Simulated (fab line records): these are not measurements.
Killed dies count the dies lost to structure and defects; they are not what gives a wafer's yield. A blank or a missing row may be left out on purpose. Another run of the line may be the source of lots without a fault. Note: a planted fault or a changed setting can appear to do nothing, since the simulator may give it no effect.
fab line records    flow n5-finfet    part 2 of 2: steps 9 to 9 of 9
record: lots: 9  wafers: 27  last-day: 18
route steps=1938 shown BEOL_M2@876 BEOL_M4@1111 PASSIVATION@1936
lots untouched by any fault: they come from a run of this same line in which no faults occurred
start-h: start of the lot's first displayed wafer, in hours after the record's first day    wait-h: hours elapsed since this lot's preceding step    " repeats the value in the row above    L1.1+2: one row covering several wafers at once    - either no value or no given start    * or withheld: withheld    < > ~ a bound
route shown NAME@n: a module of which the file shows steps, and the number in the route of the first    usual: mean and standard deviation over wafers with no fault    same: alike in all rows    chamber/n: place in a boat    sites: per-site readings    _std_site: standard deviation of those values    _edge_site: the outer-site mean with the inner-site mean subtracted    radius-mm: how far each site lies from the wafer's centre    mask NAME#n: copy n    behind: the last tool/chamber to shape the wafer    hold: why the lot went on hold/how many hours it stayed there/how the hold came to an end    device: the transistor (n, p or np) that didn't switch    end of line: the same wafers' tests at the end of the route    step lacking rows: just its recipe    killed: dies lost to structure and defects at the first sort, not the wafer's yield    map: shows each die of a wafer: x if killed, . if not, _ if none is there
set.NAME: setting as actually run; set.NAME@STEP: the setting as run at that earlier step    model.NAME: the simulator's own value behind a step, which no gauge read
a sample of lots followed through the steps of the route, with each step as a table and each wafer as a row
services: from which hour (start-h, from the record's first day; less than 0 if before it) a tool's chamber was out of use, for how many hours, and why
== steps ==
step: N5_PASSIVATION_PROBE_49
usual: defect-limited-yield: 91.0/1.3  killed_at_M0_to_M3: 36/9.5  killed_at_M4_up: 14/5.6  killed-at-contacts: 12/6.4  killed-at-front-end: 40/10  killed-at-other: 3.2/3  killed-dies: 107/15  killed-open: 69/12  killed-short: 35/7.7  sort_bin_5_function: 5.3/0.91  sort_bin_6_memory: 3.3/0.65  sort_bin_8_speed: 0.00/0.012  sort-n-pass: 1073/15
same: gross-dies: 1180  killed-at-back-side: 0  sort_bin_4_leakage[%]: 0
lot.wafer  tool       chamber  start-h  wait-h  defect-limited-yield[%]  killed_at_M0_to_M3  killed_at_M4_up  killed-at-contacts  killed-at-front-end  killed-at-other  killed-dies  killed-open  killed-short  sort_bin_5_function[%]  sort_bin_6_memory[%]  sort_bin_8_speed[%]  sort-n-pass
L183.2     prober-02  -        270.16   0.1     92.6                     34                  13               6                   32                   2                87           57           29            5.0                     2.1                   0                    1093
L183.3     prober-02  -        270.21   0.1     91.4                     35                  25               14                  26                   2                102          63           38            4.2                     4.0                   0                    1078
L183.4     prober-02  -        270.26   0.2     92.8                     38                  7                12                  27                   1                85           61           24            3.6                     3.3                   0                    1095
L192.2     prober-02  -        333.02   0.6     89.2                     54                  20               16                  35                   2                127          72           40            5.3                     4.1                   1.02                 1053
L192.5     prober-02  -        333.17   0.7     90.2                     46                  17               20                  32                   1                116          65           32            4.7                     3.2                   1.36                 1064
L192.6     prober-02  -        333.22   0.8     89.8                     52                  11               21                  35                   1                120          80           36            6.7                     3.1                   0.25                 1060
L193.3     prober-01  -        346.37   0.1     91.5                     27                  19               10                  39                   5                100          60           30            4.7                     2.5                   0.51                 1080
L193.5     prober-01  -        346.47   0.2     88.5                     61                  13               10                  48                   4                136          55           34            4.7                     2.8                   3.05                 1044
L193.6     prober-01  -        346.52   0.3     90.3                     36                  13               14                  45                   6                114          68           32            4.7                     3.6                   0.93                 1066
L197.2     prober-02  -        358.21   0.1     89.3                     44                  14               12                  54                   2                126          79           44            6.3                     3.9                   0                    1054
L197.5     prober-02  -        358.36   0.2     89.7                     62                  9                6                   38                   6                121          70           50            5.7                     4.4                   0                    1059
L197.6     prober-02  -        358.41   0.3     88.3                     40                  32               15                  51                   0                138          101          35            7.1                     4.4                   0                    1042
L201.1     prober-01  -        391.61   0.0     91.8                     38                  6                10                  42                   1                97           58           38            4.3                     3.6                   0                    1083
L201.4     prober-01  -        391.76   0.2     92.5                     30                  9                13                  36                   0                88           58           30            4.8                     2.3                   0                    1092
L201.6     prober-01  -        391.86   0.3     90.8                     46                  14               9                   39                   0                108          76           31            6.4                     2.5                   0                    1072
L204.2     prober-01  -        403.38   0.1     91.4                     31                  24               6                   39                   2                102          77           24            4.6                     3.9                   0                    1078
L204.3     prober-01  -        403.43   0.1     92.2                     36                  10               12                  25                   9                92           63           25            4.5                     3.1                   0                    1088
L204.5     prober-01  -        403.53   0.2     90.4                     40                  15               27                  29                   2                113          78           33            5.9                     3.2                   0                    1067
L202.1     prober-02  -        404.61   0.0     90.3                     38                  13               7                   53                   3                114          63           49            5.4                     3.6                   0                    1066
L202.3     prober-02  -        404.71   0.1     88.8                     57                  10               6                   58                   1                132          84           47            7.0                     3.6                   0                    1048
L202.5     prober-02  -        404.81   0.2     91.7                     34                  14               6                   43                   1                98           60           35            5.0                     3.1                   0                    1082
L206.2     prober-01  -        410.05   0.1     91.1                     38                  22               26                  18                   1                105          76           29            5.9                     2.8                   0                    1075
L206.3     prober-01  -        410.10   0.1     91.4                     24                  26               15                  35                   1                101          77           24            5.1                     3.4                   0                    1079
L206.6     prober-01  -        410.25   0.3     91.2                     29                  21               19                  33                   2                104          78           25            6.1                     2.5                   0                    1076
L205.2     prober-01  -        421.63   0.1     89.7                     56                  12               15                  38                   0                121          83           35            5.7                     4.2                   0                    1059
L205.4     prober-01  -        421.73   0.2     90.4                     44                  6                16                  46                   1                113          67           37            4.9                     4.1                   0                    1067
L205.6     prober-01  -        421.83   0.3     91.4                     31                  6                13                  52                   0                102          64           32            5.2                     2.9                   0                    1078
killed by level:class
L183.2 BEOL_M1:geometric-particle:open=8 FIN_SAQP:geometric-particle:open=7 STI_FIN_REVEAL:geometric-particle:open=7 BEOL_M0_SAQP:geometric-particle:short=6 BEOL_M2:geometric-particle:open=6 BEOL_M4:geometric-particle:open=6 FIN_SAQP:geometric-particle:short=5 MOL_CONTACT_COAG:geometric-particle:open=5
L183.3 BEOL_M4:geometric-particle:open=13 BEOL_M2:geometric-particle:open=13 MOL_CONTACT_COAG:geometric-particle:open=10 GATE_CUT:geometric-particle:short=7 BEOL_M2:geometric-particle:short=7 BEOL_M0_SAQP:geometric-particle:short=5 MOL_CONTACT_COAG:geometric-particle:short=4 STARTING-WAFER:geometric-particle:short=4
L183.4 BEOL_M1:geometric-particle:open=15 MOL_CONTACT_COAG:geometric-particle:open=10 STI_FIN_REVEAL:geometric-particle:open=8 BEOL_M0_SAQP:geometric-particle:open=8 FIN_SAQP:geometric-particle:short=5 BEOL_M0_SAQP:geometric-particle:short=5 BEOL_M0:geometric-particle:open=4 BEOL_M4:geometric-particle:open=4
L192.2 MOL_CONTACT_COAG:geometric-particle:open=12 BEOL_M2:area-ecd=12 BEOL_M0_SAQP:geometric-particle:open=10 FIN_SAQP:geometric-particle:open=8 BEOL_M0_SAQP:geometric-particle:short=7 BEOL_M1:geometric-particle:open=7 FIN_SAQP:geometric-particle:short=6 BEOL_M2:geometric-particle:open=6
L192.5 MOL_CONTACT_COAG:geometric-particle:open=19 BEOL_M2:area-ecd=16 BEOL_M3:geometric-particle:open=9 FIN_SAQP:geometric-particle:short=7 FIN_SAQP:geometric-particle:open=5 BEOL_M0_SAQP:geometric-particle:short=5 BEOL_M0_SAQP:geometric-particle:open=4 BEOL_M1:geometric-particle:open=4
L192.6 MOL_CONTACT_COAG:geometric-particle:open=16 BEOL_M0_SAQP:geometric-particle:open=11 BEOL_M1:geometric-particle:open=10 STI_FIN_REVEAL:geometric-particle:open=9 BEOL_M2:geometric-particle:open=9 BEOL_M0_SAQP:geometric-particle:short=6 GATE_CUT:geometric-particle:short=5 MOL_CONTACT_COAG:geometric-particle:short=5
L193.3 BEOL_M4:geometric-particle:open=9 MOL_CONTACT_COAG:geometric-particle:open=7 BEOL_M0_SAQP:geometric-particle:open=7 FIN_SAQP:geometric-particle:short=6 BEOL_M2:area-ecd=6 STI_FIN_REVEAL:geometric-particle:open=5 FIN_SAQP:geometric-particle:open=4 GATE_CUT:geometric-particle:short=4
L193.5 BEOL_M2:area-ecd=36 FIN_SAQP:geometric-particle:open=9 BEOL_M4:geometric-particle:open=8 HKMG_FIN:area-etch=8 BEOL_M0:geometric-particle:open=7 GATE_CUT:geometric-particle:short=5 MOL_CONTACT_COAG:geometric-particle:open=5 MOL_CONTACT_COAG:geometric-particle:short=5
L193.6 MOL_CONTACT_COAG:geometric-particle:open=13 BEOL_M2:area-ecd=11 STI_FIN_REVEAL:geometric-particle:open=10 BEOL_M1:geometric-particle:open=8 FIN_SAQP:geometric-particle:open=5 FIN_SAQP:geometric-particle:short=5 BEOL_M0_SAQP:geometric-particle:short=5 GATE_CUT:geometric-particle:short=5
L197.2 BEOL_M2:geometric-particle:open=13 FIN_SAQP:geometric-particle:open=12 STI_FIN_REVEAL:geometric-particle:open=11 MOL_CONTACT_COAG:geometric-particle:open=11 FIN_SAQP:geometric-particle:short=10 BEOL_M0_SAQP:geometric-particle:short=10 BEOL_M0_SAQP:geometric-particle:open=10 BEOL_M4:geometric-particle:open=10
L197.5 BEOL_M2:geometric-particle:open=15 FIN_SAQP:geometric-particle:short=14 BEOL_M0_SAQP:geometric-particle:short=13 BEOL_M1:geometric-particle:open=10 BEOL_M0_SAQP:geometric-particle:open=7 MOL_CONTACT_COAG:geometric-particle:open=6 DUMMY_GATE:geometric-particle:open=5 BEOL_M1:geometric-particle:short=5
L197.6 BEOL_M4:geometric-particle:open=17 FIN_SAQP:geometric-particle:open=13 FIN_SAQP:geometric-particle:short=13 BEOL_M2:geometric-particle:open=12 STI_FIN_REVEAL:geometric-particle:open=11 MOL_CONTACT_COAG:geometric-particle:open=10 BEOL_M1:geometric-particle:open=10 BEOL_M3:geometric-particle:open=6
L201.1 BEOL_M0_SAQP:geometric-particle:short=12 FIN_SAQP:geometric-particle:short=10 BEOL_M0_SAQP:geometric-particle:open=10 STI_FIN_REVEAL:geometric-particle:open=9 MOL_CONTACT_COAG:geometric-particle:open=7 FIN_SAQP:geometric-particle:open=6 BEOL_M2:geometric-particle:open=5 BEOL_M3:geometric-particle:open=4
L201.4 MOL_CONTACT_COAG:geometric-particle:open=13 STI_FIN_REVEAL:geometric-particle:open=8 BEOL_M0_SAQP:geometric-particle:open=6 BEOL_M2:geometric-particle:open=6 FIN_SAQP:geometric-particle:open=5 FIN_SAQP:geometric-particle:short=5 BEOL_M4:geometric-particle:open=5 BEOL_M0_SAQP:geometric-particle:short=5
L201.6 BEOL_M0_SAQP:geometric-particle:open=17 BEOL_M0_SAQP:geometric-particle:short=11 MOL_CONTACT_COAG:geometric-particle:open=8 FIN_SAQP:geometric-particle:short=7 BEOL_M4:geometric-particle:open=7 FIN_SAQP:geometric-particle:open=6 STI_FIN_REVEAL:geometric-particle:open=6 BEOL_M2:geometric-particle:open=6
L204.2 BEOL_M2:geometric-particle:open=14 BEOL_M4:geometric-particle:open=14 DUMMY_GATE:geometric-particle:open=11 FIN_SAQP:geometric-particle:open=6 MOL_CONTACT_COAG:geometric-particle:open=5 BEOL_M3:geometric-particle:open=5 FIN_SAQP:geometric-particle:short=4 STARTING-WAFER:geometric-particle:short=4
L204.3 BEOL_M3:geometric-particle:open=14 MOL_CONTACT_COAG:geometric-particle:open=9 BEOL_M0:geometric-particle:open=5 STI_FIN_REVEAL:geometric-particle:open=4 DUMMY_GATE:geometric-particle:open=4 BEOL_M0_SAQP:geometric-particle:open=4 BEOL_M0_SAQP:geometric-particle:short=4 BEOL_M2:geometric-particle:open=4
L204.5 MOL_CONTACT_COAG:geometric-particle:open=21 BEOL_M0_SAQP:geometric-particle:open=7 BEOL_M1:geometric-particle:open=7 BEOL_M2:geometric-particle:short=7 BEOL_M4:geometric-particle:open=7 STI_FIN_REVEAL:geometric-particle:open=6 MOL_CONTACT_COAG:geometric-particle:short=6 BEOL_M3:geometric-particle:open=6
L202.1 FIN_SAQP:geometric-particle:short=26 FIN_SAQP:geometric-particle:open=17 BEOL_M0_SAQP:geometric-particle:open=14 BEOL_M0_SAQP:geometric-particle:short=10 MOL_CONTACT_COAG:geometric-particle:open=5 BEOL_M1:geometric-particle:open=5 BEOL_M2:geometric-particle:open=5 BEOL_M4:geometric-particle:open=5
L202.3 FIN_SAQP:geometric-particle:open=23 FIN_SAQP:geometric-particle:short=21 BEOL_M0_SAQP:geometric-particle:open=14 BEOL_M0_SAQP:geometric-particle:short=13 BEOL_M1:geometric-particle:open=9 BEOL_M3:geometric-particle:open=7 MOL_CONTACT_COAG:geometric-particle:open=6 DUMMY_GATE:geometric-particle:open=6
L202.5 FIN_SAQP:geometric-particle:short=15 FIN_SAQP:geometric-particle:open=10 BEOL_M1:geometric-particle:open=8 BEOL_M0_SAQP:geometric-particle:open=7 STI_FIN_REVEAL:geometric-particle:open=6 BEOL_M0_SAQP:geometric-particle:short=5 BEOL_M2:geometric-particle:open=5 BEOL_M4:geometric-particle:open=5
L206.2 MOL_CONTACT_COAG:geometric-particle:open=22 BEOL_M4:geometric-particle:open=16 BEOL_M1:geometric-particle:open=11 BEOL_M2:geometric-particle:open=10 BEOL_M1:geometric-particle:short=5 MOL_CONTACT_COAG:geometric-particle:short=4 STI_FIN_REVEAL:geometric-particle:open=3 BEOL_M0_SAQP:geometric-particle:short=3
L206.3 BEOL_M4:geometric-particle:open=15 MOL_CONTACT_COAG:geometric-particle:open=13 FIN_SAQP:geometric-particle:open=7 BEOL_M2:geometric-particle:open=6 DUMMY_GATE:geometric-particle:open=5 BEOL_M3:geometric-particle:open=5 ILD0:geometric-particle:short=4 GATE_CUT:geometric-particle:short=4
L206.6 MOL_CONTACT_COAG:geometric-particle:open=17 BEOL_M4:geometric-particle:open=11 FIN_SAQP:geometric-particle:open=9 BEOL_M0_SAQP:geometric-particle:short=7 DUMMY_GATE:geometric-particle:open=6 STI_FIN_REVEAL:geometric-particle:open=4 BEOL_M0_SAQP:geometric-particle:open=4 BEOL_M2:geometric-particle:open=4
L205.2 BEOL_M0_SAQP:geometric-particle:open=17 MOL_CONTACT_COAG:geometric-particle:open=14 BEOL_M0_SAQP:geometric-particle:short=12 BEOL_M2:geometric-particle:open=10 DUMMY_GATE:geometric-particle:open=7 BEOL_M5:geometric-particle:open=7 FIN_SAQP:geometric-particle:open=6 GATE_CUT:geometric-particle:short=6
L205.4 STI_FIN_REVEAL:geometric-particle:open=15 MOL_CONTACT_COAG:geometric-particle:open=11 BEOL_M0_SAQP:geometric-particle:short=8 BEOL_M2:geometric-particle:open=7 BEOL_M0_SAQP:geometric-particle:open=7 HKMG_FIN:area-etch=7 FIN_SAQP:geometric-particle:short=6 BEOL_M1:geometric-particle:open=6
L205.6 MOL_CONTACT_COAG:geometric-particle:open=12 FIN_SAQP:geometric-particle:open=10 DUMMY_GATE:geometric-particle:open=9 BEOL_M0_SAQP:geometric-particle:short=8 FIN_SAQP:geometric-particle:short=7 BEOL_M0_SAQP:geometric-particle:open=7 BEOL_M0:geometric-particle:open=6 HKMG_FIN:area-etch=5
== services ==
tool            chamber  start-h  hours  kind
rie-diel-04     1        120.81   9.9    repair
rie-diel-06     3        135.20   -      clean
rie-diel-06     3        135.20   -      consumable-replace:focus-ring
rie-diel-06     3        135.20   16.4   scheduled-down
rie-diel-06     3        135.20   16.4   vent-cycle
rie-diel-04     0        148.13   8.1    repair
pvd-sputter-03  -        149.66   0.9    repair
rie-diel-04     2        239.29   -      clean
rie-diel-04     2        239.29   -      consumable-replace:focus-ring
rie-diel-04     2        239.29   25.0   scheduled-down
rie-diel-04     2        239.29   25.0   vent-cycle
rie-diel-03     1        241.09   -      clean
rie-diel-03     1        241.09   -      consumable-replace:focus-ring
rie-diel-03     1        241.09   -      consumable-replace:showerhead
rie-diel-03     1        241.09   30.5   scheduled-down
rie-diel-03     1        241.09   30.5   vent-cycle
rie-diel-06     2        243.08   8.3    repair
pvd-sputter-01  -        265.37   5.6    repair
rie-diel-06     2        268.31   -      clean
rie-diel-06     2        268.31   -      consumable-replace:focus-ring
rie-diel-06     2        268.31   -      consumable-replace:showerhead
rie-diel-06     2        268.31   28.1   scheduled-down
rie-diel-06     2        268.31   28.1   vent-cycle
== key ==
first-sign: step: N5_BEOL_M2_TRENCH_ETCH_37  reading: oes-product-au  direction: down  sigmas: 1.9  usual: 0.81  struck: 0.66
effect: step: N5_BEOL_M2_OCD_MEAS_38  reading: trench-depth-nm  direction: down  sigmas: 14  usual: 55.7  struck: 40.9
effect: step: N5_BEOL_M2_THK_MEAS_53  reading: M2_THK  direction: down  sigmas: 9.1  usual: 39.8  struck: 25.9
effect: step: N5_BEOL_M2_RS_MEAS_58  reading: M2_RS  direction: up  sigmas: 16  usual: 0.67  struck: 1.18
effect: step: N5_BEOL_M4_RC_MEAS_101  reading: SERP_M2  direction: up  sigmas: 9.4  usual: 196  struck: 321
effect: step: N5_BEOL_M4_RC_MEAS_101  reading: SERP_M2_max_site  direction: up  sigmas: 8.7  usual: 210  struck: 352
effect: step: N5_PASSIVATION_PROBE_49  reading: sort_bin_8_speed  direction: up  sigmas: 14  usual: 0.00  struck: 1.19
met-at N5_BEOL_M2_TRENCH_ETCH_37
struck-lots L192,L193
not-acting-at N5_BEOL_M2_CD_MEAS_28,N5_BEOL_M2_OVL_MEAS_29,N5_BEOL_M2_PRE_CLEAN_45
fault: kind: process-parameter-drift  tool: rie-diel-04  chamber: -  onset-h: 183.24  steps: N5_BEOL_M2_TRENCH_ETCH_37  channel: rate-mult  offset: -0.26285  shape: step  end-h: 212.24
